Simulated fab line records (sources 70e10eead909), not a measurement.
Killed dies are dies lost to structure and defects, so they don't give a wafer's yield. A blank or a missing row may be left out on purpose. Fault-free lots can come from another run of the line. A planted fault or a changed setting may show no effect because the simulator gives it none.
fab line records -- flow nandHarc
record lots=6, wafers=18, lastDay=33
route steps=1302 shown A_STAIRCASE@761 END@1302
lots untouched by any fault: they come from a run of this same line in which no faults occurred
startH: start of the lot's first displayed wafer, in hours after the record's first day -- waitH: hours from the lot's prior step to this one -- " the same as in the row above -- L1.1+2: a row that stands for several wafers -- - no value, or no start was given -- * or withheld: withheld -- < > ~ a bound
route shown NAME@n: names a module that has steps shown in the file, with the first one's number in the route -- usual: average and standard deviation across the fault-free wafers -- same: alike in all rows -- chamber/n: place in a boat -- sites: readings site by site -- _std_site: their standard deviation -- _edge_site: mean of outer sites minus mean of inner sites -- radiusMm: how far each site lies from the wafer's centre -- mask NAME#n: copy n -- behind: the most recent tool/chamber to have shaped the wafer -- hold: what put the lot on hold/how long, in hours/how the hold closed -- device: transistor that didn't switch, given as n, p or np -- end of line: the same wafers' tests at the end of the route -- step lacking rows: just its recipe -- killed: dies that structure and defects cost at the first sort, which is not the same as the wafer's yield -- map: per-die view of a wafer (x killed, . not killed, _ where there is no die)
set.NAME: setting as actually run; set.NAME@STEP: the setting as run at that earlier step -- model.NAME: the simulator's own value behind a step, which no gauge read
lots at some steps of the route; a table a step, a row a wafer
services: from which hour (startH, from the record's first day; less than 0 if before it) a tool's chamber was out of use, for how many hours, and why
## steps
# step NHARC_A_STAIRCASE_EXPOSE_247
# recipe na=0.5, doseMj=25.34, maskId=SDS_1
# step NHARC_A_STAIRCASE_PEB_248
# recipe pebTempC=115, pebTimeS=130
# step NHARC_A_STAIRCASE_DEVELOP_249
# recipe timeS=140
# step NHARC_A_STAIRCASE_HARDBAKE_251
# recipe tempC=120, timeS=140
# step NHARC_A_STAIRCASE_DESCUM_252
# recipe timeS=3, o2FlowSccm=200, arFlowSccm=0, biasPowerW=0, chemistry=O2
# usual drypumpMotorCurrentA=5.8/0.41, oesProductAu=0.998/0.008, rfVppV=57.8/0.88, showerheadPlenumPTorr=1.92/0.11, throttleValvePct=11.312/0.0086
lot.wafer,tool,chamber,startH,waitH,drypumpMotorCurrentA,oesProductAu,rfHoursCounterH,rfVppV,showerheadPlenumPTorr,throttleValvePct
L642.4,rieDiel-04,2,412.94,-,5.4,0.990,17,56.8,1.79,11.315
L642.5,rieDiel-04,0,412.94,-,5.7,0.995,-,59.1,2.04,11.314
L642.6,rieDiel-04,1,412.94,-,5.0,1.012,-,57.6,1.77,11.302
L643.3,rieDiel-01,2,428.42,-,5.8,1.011,16,57.3,1.97,11.320
L643.4,rieDiel-01,1,428.42,-,5.8,0.997,-,57.6,1.83,11.315
L643.5,rieDiel-01,2,428.42,-,5.8,1.006,-,58.1,1.97,11.321
L646.4,rieDiel-01,1,450.16,-,5.9,0.985,24,58.2,1.83,11.308
L646.3,rieDiel-01,2,450.16,-,5.9,0.997,22,58.5,1.96,11.306
L646.5,rieDiel-01,3,450.16,-,6.8,1.004,-,59.4,2.07,11.309
L651.3,rieDiel-09,1,519.10,-,5.9,1.003,5,58.4,1.98,11.319
L651.1,rieDiel-09,3,519.10,-,5.6,1.015,3,58.7,2.06,11.316
L651.6,rieDiel-09,1,519.10,-,5.9,1.001,-,58.5,1.98,11.304
L657.2,rieDiel-04,2,575.07,-,5.4,0.993,10,57.7,1.78,11.315
L657.4,rieDiel-04,0,575.07,-,5.7,1.000,13,58.1,2.02,11.301
L657.5,rieDiel-04,3,575.07,-,5.5,1.002,-,58.1,1.85,11.300
L660.1,rieDiel-01,1,595.55,-,5.8,0.994,10,57.2,1.82,11.311
L660.6,rieDiel-01,2,595.55,-,5.9,1.000,-,58.1,1.95,11.316
L660.5,rieDiel-01,3,595.55,-,6.8,1.000,-,58.2,2.05,11.307
# step NHARC_A_STAIRCASE_ETCH_253
# recipe targetDepthA=500, timeS=20.2, ionEnergyEv=400, c4f8FlowSccm=20, o2FlowSccm=10, arFlowSccm=withheld, rfW=600, biasW=1000, chemistry=C4F8/O2
# usual oesProductAu=0.957/0.017, rfVppV=896/7.3
lot.wafer,tool,chamber,startH,waitH,oesProductAu,rfHoursCounterH,rfVppV
L642.4,rieDiel-04,2,413.01,0.1,0.973,17,889
L642.6,rieDiel-04,1,413.01,0.1,0.959,-,887
L642.5,rieDiel-04,2,413.01,0.1,0.964,-,887
L643.3,rieDiel-01,1,428.51,0.1,0.960,17,891
L643.4,rieDiel-01,1,428.51,0.1,0.956,-,893
L643.5,rieDiel-01,2,428.51,0.1,0.978,-,900
L646.3,rieDiel-01,3,450.23,0.1,0.947,17,908
L646.4,rieDiel-01,2,450.23,0.1,0.979,22,899
L646.5,rieDiel-01,3,450.23,0.1,0.948,-,907
L651.3,rieDiel-09,0,519.19,0.1,0.950,5,907
L651.1,rieDiel-09,2,519.19,0.1,0.963,4,890
L651.6,rieDiel-09,0,519.19,0.1,0.956,-,907
L657.4,rieDiel-04,1,575.90,0.8,0.959,13,906
L657.2,rieDiel-04,2,575.90,0.8,0.945,10,887
L657.5,rieDiel-04,1,575.90,0.8,0.965,-,906
L660.1,rieDiel-01,0,595.67,0.1,0.970,11,891
L660.6,rieDiel-01,2,595.67,0.1,0.941,-,897
L660.5,rieDiel-01,3,595.67,0.1,0.946,-,905
# step NHARC_A_STAIRCASE_STRIP_254
# recipe powerW=1500, tempC=250, chemistry=O2
# usual drypumpMotorCurrentA=6.06/0.15, heaterPowerW=317/23, rfReflPowerW=23/7.8
lot.wafer,tool,chamber,startH,waitH,drypumpMotorCurrentA,heaterPowerW,rfHoursCounterH,rfReflPowerW
L642.4,plasmaAsher-02,0,413.23,-,5.97,346,-,-
L642.5,plasmaAsher-02,1,413.23,-,5.89,330,-,-
L642.6,plasmaAsher-02,0,413.23,-,5.97,334,-,-
L643.4,plasmaAsher-01,1,428.70,-,6.28,289,-,34
L643.3,plasmaAsher-01,0,428.70,-,6.19,322,-,26
L643.5,plasmaAsher-01,0,428.70,-,6.15,314,-,25
L646.3,plasmaAsher-02,1,450.41,-,5.88,307,-,-
L646.4,plasmaAsher-02,0,450.41,-,5.98,347,-,-
L646.5,plasmaAsher-02,0,450.41,-,5.99,347,-,-
L651.1,plasmaAsher-02,1,519.32,-,5.88,303,17,21
L651.3,plasmaAsher-02,1,519.32,-,5.88,308,-,22
L651.6,plasmaAsher-02,1,519.32,-,5.89,298,-,21
L657.2,plasmaAsher-02,0,576.03,-,5.97,352,31,14
L657.4,plasmaAsher-02,0,576.03,-,5.98,351,-,14
L657.5,plasmaAsher-02,1,576.03,-,5.88,298,-,21
L660.1,plasmaAsher-02,0,595.75,-,5.97,355,35,13
L660.6,plasmaAsher-02,0,595.75,-,5.96,350,-,14
L660.5,plasmaAsher-02,1,595.75,-,5.90,294,-,21
# step NHARC_A_STAIRCASE_STRIP_255
# recipe timeS=900, tempC=130, chemistry=SPM
# step NHARC_A_STAIRCASE_PRECLEAN_256
# recipe timeS=*, tempC=50, bathAgeMin=0, chemistry=SC1
# step NHARC_A_STAIRCASE_SRD_257
# step NHARC_A_STAIRCASE_HM_DEP_456
# recipe targetThkA=31000, tempC=400, material=aC
# usual susceptorTempC=400.01/0.2, throttleValvePct=35.002/0.0088
lot.wafer,tool,chamber,startH,waitH,susceptorTempC,throttleValvePct
L642.4,aclDep-02,0,415.88,-,-,34.995
L642.5,aclDep-02,0,415.88,-,-,35.008
L642.6,aclDep-02,0,415.88,-,-,35.004
L643.3,aclDep-01,0,433.81,-,400.13,34.991
L643.4,aclDep-01,0,433.81,-,400.03,34.992
L643.5,aclDep-01,0,433.81,-,399.93,34.996
L646.3,aclDep-01,0,451.75,-,399.92,35.003
L646.4,aclDep-01,0,451.75,-,399.97,35.008
L646.5,aclDep-01,0,451.75,-,399.91,35.001
L651.1,aclDep-02,0,520.09,-,399.84,34.996
L651.3,aclDep-02,0,520.09,-,399.82,34.999
L651.6,aclDep-02,0,520.09,-,399.80,34.983
L657.2,aclDep-02,0,577.10,-,-,35.000
L657.4,aclDep-02,0,577.10,-,-,34.991
L657.5,aclDep-02,0,577.10,-,-,34.990
L660.1,aclDep-01,0,596.57,-,-,34.993
L660.5,aclDep-01,0,597.78,-,-,35.005
L660.6,aclDep-01,0,597.78,-,-,34.989
# step NHARC_A_STAIRCASE_DEP_259
# recipe targetThkA=300, targetThkNm=30, tempC=400, pressureTorr=3.5, flowSccm=200, rfW=350, material=SiON
# usual chamberPressureTorr=3.500/0.008, heaterPowerOuterW=469/56, heaterPowerW=764/73, showerheadVppV=1125/50
lot.wafer,tool,chamber,startH,waitH,chamberPressureTorr,heaterPowerOuterW,heaterPowerW,showerheadVppV
L642.5,pecvd-01,0,416.90,0.4,-,-,-,-
L642.6,pecvd-01,1,416.90,0.4,-,-,-,-
L642.4,pecvd-01,2,416.90,0.4,-,-,-,-
L643.3,pecvd-04,1,435.13,1.0,-,-,-,-
L643.4,pecvd-04,0,435.13,1.0,-,-,-,-
L643.5,pecvd-04,1,435.13,1.0,-,-,-,-
L646.3,pecvd-03,0,453.01,1.0,3.499,561,836,1163
L646.5,pecvd-03,0,453.01,1.0,3.499,564,830,1163
L646.4,pecvd-03,2,453.01,1.0,3.486,435,729,1185
L651.3,pecvd-01,2,521.98,1.0,3.511,442,717,1032
L651.1,pecvd-01,1,521.98,1.0,3.506,443,732,1104
L651.6,pecvd-01,2,521.98,1.0,3.501,441,715,1022
L657.2,pecvd-04,0,578.64,1.2,3.514,496,763,1177
L657.5,pecvd-04,0,578.64,1.2,3.526,505,773,1188
L657.4,pecvd-04,2,578.64,1.2,3.501,345,635,1096
L660.1,pecvd-03,2,598.47,1.6,3.501,418,708,1180
L660.5,pecvd-03,1,598.47,1.6,3.504,515,837,1095
L660.6,pecvd-03,2,598.47,1.6,3.501,421,694,1143
# step NHARC_A_STAIRCASE_DEHYDRATE_260
# recipe tempC=150, timeS=120
# step NHARC_END_SORT_01
# recipe tempC=25
# usual killedAtArray=61/23, killedAtOther=1.3/1.4, killedAtPeriphery=4.0/2.6, killedDies=66/22, killedOpen=3.4/1.8, killedShort=2.3/1.4
# same grossDies=677
lot.wafer,tool,chamber,startH,waitH,killedAtArray,killedAtOther,killedAtPeriphery,killedDies,killedOpen,killedShort
L642.4,prober-01,0,618.58,3.4,672,3,2,677,5,3
L642.5,prober-01,0,619.38,3.7,676,1,0,677,1,2
L642.6,prober-01,0,620.17,4.0,669,2,6,677,4,4
L643.3,prober-02,0,622.79,3.1,671,0,6,677,3,1
L643.4,prober-02,0,623.59,3.4,676,0,1,677,5,3
L643.5,prober-02,0,624.39,3.7,676,0,1,677,6,3
L646.3,prober-02,0,642.22,3.1,27,1,11,39,4,1
L646.4,prober-02,0,643.03,3.4,26,1,10,37,4,1
L646.5,prober-02,0,643.84,3.7,23,0,10,33,3,2
L651.1,prober-01,0,722.66,2.5,82,0,1,83,3,0
L651.3,prober-01,0,724.26,3.1,76,0,4,80,3,0
L651.6,prober-01,0,726.66,4.0,69,0,4,73,4,1
L660.1,prober-01,0,779.85,2.5,39,3,0,42,2,2
L660.5,prober-01,0,783.03,3.7,46,1,3,50,5,2
L660.6,prober-01,0,783.82,4.0,54,1,4,59,5,1
L657.2,prober-02,0,781.44,2.8,64,2,7,73,7,1
L657.4,prober-02,0,783.05,3.4,59,1,2,62,2,1
L657.5,prober-02,0,783.86,3.7,65,2,3,70,4,1
# killed by level:class
L642.4 A_STAIRCASE:areaDep=610 A_CHANNEL_HOLE_D1:chamberFilmFlake=28 A_CHANNEL_HOLE_D2:chamberFilmFlake=19 A_M1:chamberFilmFlake=3 A_SGD_CUT:geometricParticle:open=2 A_ZERO_WELL:chamberFilmFlake=2 THIN_TSV:chamberFilmFlake=2 A_DECK1_JOINT:geometricParticle:open=1
L642.5 A_STAIRCASE:areaDep=622 A_CHANNEL_HOLE_D2:chamberFilmFlake=24 A_CHANNEL_HOLE_D1:chamberFilmFlake=21 A_M1:chamberFilmFlake=3 A_WL_FILL:chamberFilmFlake=2 A_CHANNEL_HOLE_D1:geometricParticle:short=1 A_CHANNEL_FILL_D1:geometricParticle:short=1 A_BLC:geometricParticle:open=1
L642.6 A_STAIRCASE:areaDep=610 A_CHANNEL_HOLE_D2:chamberFilmFlake=23 A_CHANNEL_HOLE_D1:chamberFilmFlake=22 A_CONTACT:chamberFilmFlake=5 P_CONTACT:geometricParticle:open=2 A_WL_FILL:chamberFilmFlake=2 THIN_TSV:chamberFilmFlake=2 P_M0:geometricParticle:open=1
L643.3 A_STAIRCASE:areaDep=645 A_CHANNEL_HOLE_D2:chamberFilmFlake=10 P_ZERO_WELL:chamberFilmFlake=4 A_CHANNEL_HOLE_D1:chamberFilmFlake=4 A_CONTACT:chamberFilmFlake=3 P_M0:geometricParticle:open=2 A_SLIT:chamberFilmFlake=2 A_WL_FILL:chamberFilmFlake=2
L643.4 A_STAIRCASE:areaDep=652 A_CHANNEL_HOLE_D2:chamberFilmFlake=10 A_CHANNEL_HOLE_D1:chamberFilmFlake=3 A_CHANNEL_HOLE_D2:geometricParticle:open=2 A_ONON_D1:geometricParticle:short=1 A_DECK1_JOINT:geometricParticle:short=1 A_SLIT:geometricParticle:short=1 A_SLIT:geometricParticle:open=1
L643.5 A_STAIRCASE:areaDep=651 A_CHANNEL_HOLE_D2:chamberFilmFlake=8 A_CHANNEL_FILL_D1:geometricParticle:short=2 A_CHANNEL_FILL_D2:geometricParticle:open=2 A_M0:geometricParticle:open=2 A_CHANNEL_HOLE_D1:chamberFilmFlake=2 A_WL_FILL:chamberFilmFlake=2 A_M1:chamberFilmFlake=2
L646.3 A_CHANNEL_HOLE_D2:chamberFilmFlake=15 P_BONDPAD:chamberFilmFlake=6 P_M0:chamberFilmFlake=3 A_CHANNEL_HOLE_D1:chamberFilmFlake=3 P_ZERO_WELL:chamberFilmFlake=2 A_CHANNEL_FILL_D2:geometricParticle:open=1 A_CHANNEL_FILL_D2:geometricParticle:short=1 A_SGD_CUT:geometricParticle:open=1
L646.4 A_CHANNEL_HOLE_D2:chamberFilmFlake=13 P_BONDPAD:chamberFilmFlake=5 A_CONTACT:chamberFilmFlake=4 P_M0:chamberFilmFlake=3 A_CHANNEL_HOLE_D1:chamberFilmFlake=2 A_DECK1_JOINT:chamberFilmFlake=2 P_CONTACT:geometricParticle:open=1 A_DECK1_JOINT:geometricParticle:open=1
L646.5 A_CHANNEL_HOLE_D2:chamberFilmFlake=11 A_CHANNEL_HOLE_D1:chamberFilmFlake=7 P_BONDPAD:chamberFilmFlake=4 P_M0:chamberFilmFlake=3 A_WL_FILL:geometricParticle:open=2 P_ZERO_WELL:chamberFilmFlake=2 P_CONTACT:geometricParticle:short=1 A_M0:geometricParticle:short=1
L651.1 A_CHANNEL_HOLE_D1:chamberFilmFlake=38 A_CHANNEL_HOLE_D2:chamberFilmFlake=30 A_CONTACT:chamberFilmFlake=6 A_STAIRCASE:chamberFilmFlake=2 A_SLIT:chamberFilmFlake=2 A_DECK1_JOINT:geometricParticle:open=1 A_CONTACT:geometricParticle:open=1 A_M0:geometricParticle:open=1
L651.3 A_CHANNEL_HOLE_D1:chamberFilmFlake=41 A_CHANNEL_HOLE_D2:chamberFilmFlake=22 A_STAIRCASE:chamberFilmFlake=5 A_SLIT:chamberFilmFlake=4 P_M0:geometricParticle:open=2 A_BLC:geometricParticle:open=1 P_ZERO_WELL:chamberFilmFlake=1 P_M2:chamberFilmFlake=1
L651.6 A_CHANNEL_HOLE_D1:chamberFilmFlake=33 A_CHANNEL_HOLE_D2:chamberFilmFlake=24 A_SLIT:chamberFilmFlake=3 P_STI:chamberFilmFlake=2 A_CONTACT:chamberFilmFlake=2 P_GATE:geometricParticle:open=1 A_CHANNEL_FILL_D1:geometricParticle:open=1 A_DECK1_JOINT:geometricParticle:short=1
L660.1 A_CHANNEL_HOLE_D1:chamberFilmFlake=12 A_SLIT:chamberFilmFlake=8 A_CONTACT:chamberFilmFlake=6 A_CHANNEL_FILL_D1:chamberFilmFlake=4 THIN_TSV:chamberFilmFlake=3 A_CHANNEL_FILL_D2:chamberFilmFlake=2 A_DECK1_JOINT:geometricParticle:short=1 A_CHANNEL_FILL_D2:geometricParticle:short=1
L657.2 A_SLIT:chamberFilmFlake=38 A_CHANNEL_HOLE_D1:chamberFilmFlake=10 A_CONTACT:chamberFilmFlake=6 P_GATE:chamberFilmFlake=3 A_STAIRCASE:chamberFilmFlake=3 P_GATE:geometricParticle:open=2 A_CHANNEL_FILL_D1:chamberFilmFlake=2 THIN_TSV:chamberFilmFlake=2
L660.5 A_CHANNEL_HOLE_D1:chamberFilmFlake=20 A_SLIT:chamberFilmFlake=8 A_CONTACT:chamberFilmFlake=5 A_WL_FILL:chamberFilmFlake=3 A_BLC:geometricParticle:open=2 A_CHANNEL_FILL_D2:chamberFilmFlake=2 P_GATE:geometricParticle:open=1 A_ONON_D1:geometricParticle:short=1
L657.4 A_SLIT:chamberFilmFlake=27 A_CHANNEL_HOLE_D1:chamberFilmFlake=14 A_STAIRCASE:chamberFilmFlake=10 A_CONTACT:chamberFilmFlake=6 P_M0:geometricParticle:open=1 A_STAIRCASE:geometricParticle:short=1 A_CONTACT:geometricParticle:open=1 P_CONTACT:chamberFilmFlake=1
L660.6 A_CHANNEL_HOLE_D1:chamberFilmFlake=23 A_SLIT:chamberFilmFlake=12 A_CONTACT:chamberFilmFlake=10 P_M0:geometricParticle:open=4 A_WL_FILL:chamberFilmFlake=3 A_CHANNEL_FILL_D1:chamberFilmFlake=2 A_WL_FILL:geometricParticle:open=1 STARTING-WAFER:geometricParticle:short=1
L657.5 A_SLIT:chamberFilmFlake=26 A_CHANNEL_HOLE_D1:chamberFilmFlake=14 A_STAIRCASE:chamberFilmFlake=8 A_CONTACT:chamberFilmFlake=7 P_STI:chamberFilmFlake=2 A_CHANNEL_FILL_D1:chamberFilmFlake=2 A_DECK1_JOINT:chamberFilmFlake=2 P_M0:geometricParticle:open=1
# map L642.4 (x killed, . not)
____________x____________
_________xxxxxxx_________
_______xxxxxxxxxxx_______
______xxxxxxxxxxxxx______
_____xxxxxxxxxxxxxxx_____
____xxxxxxxxxxxxxxxxx____
____xxxxxxxxxxxxxxxxx____
___xxxxxxxxxxxxxxxxxxx___
___xxxxxxxxxxxxxxxxxxx___
__xxxxxxxxxxxxxxxxxxxxx__
__xxxxxxxxxxxxxxxxxxxxx__
_xxxxxxxxxxxxxxxxxxxxxxx_
_xxxxxxxxxxxxxxxxxxxxxxx_
_xxxxxxxxxxxxxxxxxxxxxxx_
_xxxxxxxxxxxxxxxxxxxxxxx_
_xxxxxxxxxxxxxxxxxxxxxxx_
xxxxxxxxxxxxxxxxxxxxxxxxx
xxxxxxxxxxxxxxxxxxxxxxxxx
xxxxxxxxxxxxxxxxxxxxxxxxx
xxxxxxxxxxxxxxxxxxxxxxxxx
xxxxxxxxxxxxxxxxxxxxxxxxx
_xxxxxxxxxxxxxxxxxxxxxxx_
_xxxxxxxxxxxxxxxxxxxxxxx_
_xxxxxxxxxxxxxxxxxxxxxxx_
_xxxxxxxxxxxxxxxxxxxxxxx_
_xxxxxxxxxxxxxxxxxxxxxxx_
__xxxxxxxxxxxxxxxxxxxxx__
__xxxxxxxxxxxxxxxxxxxxx__
___xxxxxxxxxxxxxxxxxxx___
___xxxxxxxxxxxxxxxxxxx___
____xxxxxxxxxxxxxxxxx____
____xxxxxxxxxxxxxxxxx____
_____xxxxxxxxxxxxxxx_____
______xxxxxxxxxxxxx______
_______xxxxxxxxxxx_______
_________xxxxxxx_________
____________x____________
# map L643.3 (x killed, . not)
____________x____________
_________xxxxxxx_________
_______xxxxxxxxxxx_______
______xxxxxxxxxxxxx______
_____xxxxxxxxxxxxxxx_____
____xxxxxxxxxxxxxxxxx____
____xxxxxxxxxxxxxxxxx____
___xxxxxxxxxxxxxxxxxxx___
___xxxxxxxxxxxxxxxxxxx___
__xxxxxxxxxxxxxxxxxxxxx__
__xxxxxxxxxxxxxxxxxxxxx__
_xxxxxxxxxxxxxxxxxxxxxxx_
_xxxxxxxxxxxxxxxxxxxxxxx_
_xxxxxxxxxxxxxxxxxxxxxxx_
_xxxxxxxxxxxxxxxxxxxxxxx_
_xxxxxxxxxxxxxxxxxxxxxxx_
xxxxxxxxxxxxxxxxxxxxxxxxx
xxxxxxxxxxxxxxxxxxxxxxxxx
xxxxxxxxxxxxxxxxxxxxxxxxx
xxxxxxxxxxxxxxxxxxxxxxxxx
xxxxxxxxxxxxxxxxxxxxxxxxx
_xxxxxxxxxxxxxxxxxxxxxxx_
_xxxxxxxxxxxxxxxxxxxxxxx_
_xxxxxxxxxxxxxxxxxxxxxxx_
_xxxxxxxxxxxxxxxxxxxxxxx_
_xxxxxxxxxxxxxxxxxxxxxxx_
__xxxxxxxxxxxxxxxxxxxxx__
__xxxxxxxxxxxxxxxxxxxxx__
___xxxxxxxxxxxxxxxxxxx___
___xxxxxxxxxxxxxxxxxxx___
____xxxxxxxxxxxxxxxxx____
____xxxxxxxxxxxxxxxxx____
_____xxxxxxxxxxxxxxx_____
______xxxxxxxxxxxxx______
_______xxxxxxxxxxx_______
_________xxxxxxx_________
____________x____________
## services
tool,chamber,startH,hours,kind
plasmaAsher-02,-,401.61,4.9,repair
rieDiel-09,1,404.93,4.2,repair
rieDiel-01,3,419.12,9.8,repair
rieDiel-04,0,422.55,17.5,repair
aclDep-02,-,424.21,13.0,pm
plasmaAsher-02,-,426.00,9.0,pm
pecvd-04,0,438.19,11.2,repair
pecvd-03,0,439.79,4.7,repair
rieDiel-09,-,442.47,0.2,repair
pecvd-04,-,450.54,13.0,pm
rieDiel-01,0,458.27,3.5,repair
pecvd-01,-,459.89,0.6,repair
rieDiel-04,1,460.53,6.7,repair
rieDiel-09,0,490.75,6.1,repair
pecvd-01,-,492.06,13.0,pm
rieDiel-09,-,497.12,9.0,pm
rieDiel-04,0,508.72,4.9,repair
pecvd-04,-,517.31,0.7,repair
rieDiel-04,-,533.00,9.0,pm
pecvd-03,-,538.63,3.2,repair
pecvd-03,-,547.25,13.0,pm
aclDep-01,-,553.05,13.0,pm
rieDiel-01,-,557.93,9.0,pm
rieDiel-09,0,567.71,13.4,repair
## key
firstSign step=NHARC_A_STAIRCASE_DEP_259, reading=toolRecord, direction=missing
effect step=NHARC_END_SORT_01, reading=killedDies, direction=up, sigmas=27, usual=66, struck=677
moreKillsBornAt NHARC_A_STAIRCASE_DEP_259@pecvd-04=1948, NHARC_A_STAIRCASE_DEP_259@pecvd-01=1842
metAt NHARC_A_STAIRCASE_DEP_259
struckWafers L642.4,L642.5,L642.6,L643.3,L643.4,L643.5
laterRowsLeftOut L642.4,L642.5,L642.6,L643.3,L643.4,L643.5
testerLeftOut L642,L643
fault kind=skippedStepWhole, tool=pecvd-01,pecvd-04, chamber=-, onsetH=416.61, steps=NHARC_A_STAIRCASE_DEP_259, scope=struckLotsOnly
# testerLeftOut: of these lots the tester's yield and bins aren't shown, on N5 and GAA mostly nor the transistor test; their killed dies are dies lost to structure and defects alone, not to doping, threshold or leakage, so they don't give the yield
# laterRowsLeftOut: the simulator's readings of these wafers behind a module that went badly wrong aren't trusted and aren't shown, but for the sort
